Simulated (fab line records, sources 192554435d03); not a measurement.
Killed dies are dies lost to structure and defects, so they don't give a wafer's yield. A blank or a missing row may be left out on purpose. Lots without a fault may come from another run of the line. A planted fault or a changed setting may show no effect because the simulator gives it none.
Split-lot experiment | flow n5_finfet | 7 lots, 21 wafers read, on a route of 1938 steps

THE SPLIT
At N5_BEOL_M15_SPUTTER_44 (material Ta, target thk 15 nm, time 24.19 s), the setting power_w was moved away from the recipe's 15000 W on 6 of the 21 wafers read, by -15.8% to +5.5%. The other wafers ran this setting at the recipe's value.

The reading is taken at the split's own step.

THE READING
Ta_of_BEOL_M15_SPUTTER_44.thk_nm (the simulator's own value, which no gauge read), in nm, at N5_BEOL_M15_SPUTTER_44 (material Ta, target thk 15 nm, time 24.19 s). The file gives no usual value for it. The 15 wafers here that ran the recipe average 15.1 nm, standard deviation 0.17 nm.

wafer  | tool, chamber at the split | power_w as run, W | against the recipe | Ta_of_BEOL_M15_SPUTTER_44.thk_nm, nm | against lot-mates on the recipe
L076.1 | pvd_sputter-01, -          | 15000             | recipe             | 15.2                                 | -
L076.6 | pvd_sputter-01, -          | 15000             | recipe             | 15.2                                 | -
L076.3 | pvd_sputter-01, -          | 13400             | -10.7%             | 13.6                                 | -1.6
L080.2 | pvd_sputter-03, -          | 15000             | recipe             | 15.4                                 | -
L080.4 | pvd_sputter-03, -          | 15000             | recipe             | 15                                   | -
L080.6 | pvd_sputter-03, -          | 15000             | recipe             | 15.2                                 | -
L079.2 | pvd_sputter-02, -          | 12880             | -14.1%             | 13.2                                 | -2.0
L079.3 | pvd_sputter-02, -          | 15000             | recipe             | 15.2                                 | -
L079.5 | pvd_sputter-02, -          | 15000             | recipe             | 15.2                                 | -
L084.3 | pvd_sputter-02, -          | 15000             | recipe             | 15                                   | -
L084.4 | pvd_sputter-02, -          | 12630             | -15.8%             | 12.6                                 | -2.3
L084.6 | pvd_sputter-02, -          | 15000             | recipe             | 14.8                                 | -
L088.2 | pvd_sputter-01, -          | 15000             | recipe             | 15.2                                 | -
L088.6 | pvd_sputter-01, -          | 15000             | recipe             | 15.2                                 | -
L088.4 | pvd_sputter-01, -          | 12810             | -14.6%             | 12.8                                 | -2.4
L094.1 | pvd_sputter-03, -          | 15000             | recipe             | 14.8                                 | -
L094.3 | pvd_sputter-03, -          | 15830             | +5.5%              | 16                                   | +1.2
L094.5 | pvd_sputter-03, -          | 15830             | +5.5%              | 15.8                                 | +1.0
L097.1 | pvd_sputter-01, -          | 15000             | recipe             | 15.2                                 | -
L097.6 | pvd_sputter-01, -          | 15000             | recipe             | 15.2                                 | -
L097.2 | pvd_sputter-01, -          | 15000             | recipe             | 15.4                                 | -

THE FIT
A straight line over all 21 wafers: Ta_of_BEOL_M15_SPUTTER_44.thk_nm changes by +0.151 nm for each +1% of power_w; r = +0.98; the points scatter about the line by 0.17 nm.
The same after taking each lot's own level away (the mean of its wafers on the recipe; 21 wafers): +0.156 nm for each +1%; r = +0.99; scatter 0.13 nm.
On that fit, the largest move of power_w shifts the reading by 2.5 nm.
The lots' own levels span 14.80 to 15.27 nm, that is 2.7 times the standard deviation above.
So the lot-to-lot level changes the slope little: the two slopes agree.
Check: with one of the wafers moved furthest among these (-15.8%) left out of the fit, the line predicts -2.48 nm for it against its lot-mates. It came out at -2.3 nm against them.

OTHER SPLITS ON THESE WAFERS
These wafers also went through other splits before the reading. Each is held against what the fit with the lots' levels taken away leaves over:
other split on the same wafers | wafers away from the commonest value | r with Ta_of_BEOL_M15_SPUTTER_44.thk_nm (lot level and that fit taken away)
N5_BEOL_M11_CURE_72 time_s     | 6                                    | +0.32
N5_BEOL_M12_ETCH_68 time_s     | 8                                    | -0.31
N5_BEOL_M13_COAT_65 spin_rpm   | 8                                    | +0.07
N5_BEOL_M13_COAT_66 spin_rpm   | 4                                    | -0.11

THE FILE'S OWN FIT
Ta_of_BEOL_M15_SPUTTER_44.thk_nm changes by +0.152 nm for each +1% of power_w, r = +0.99.
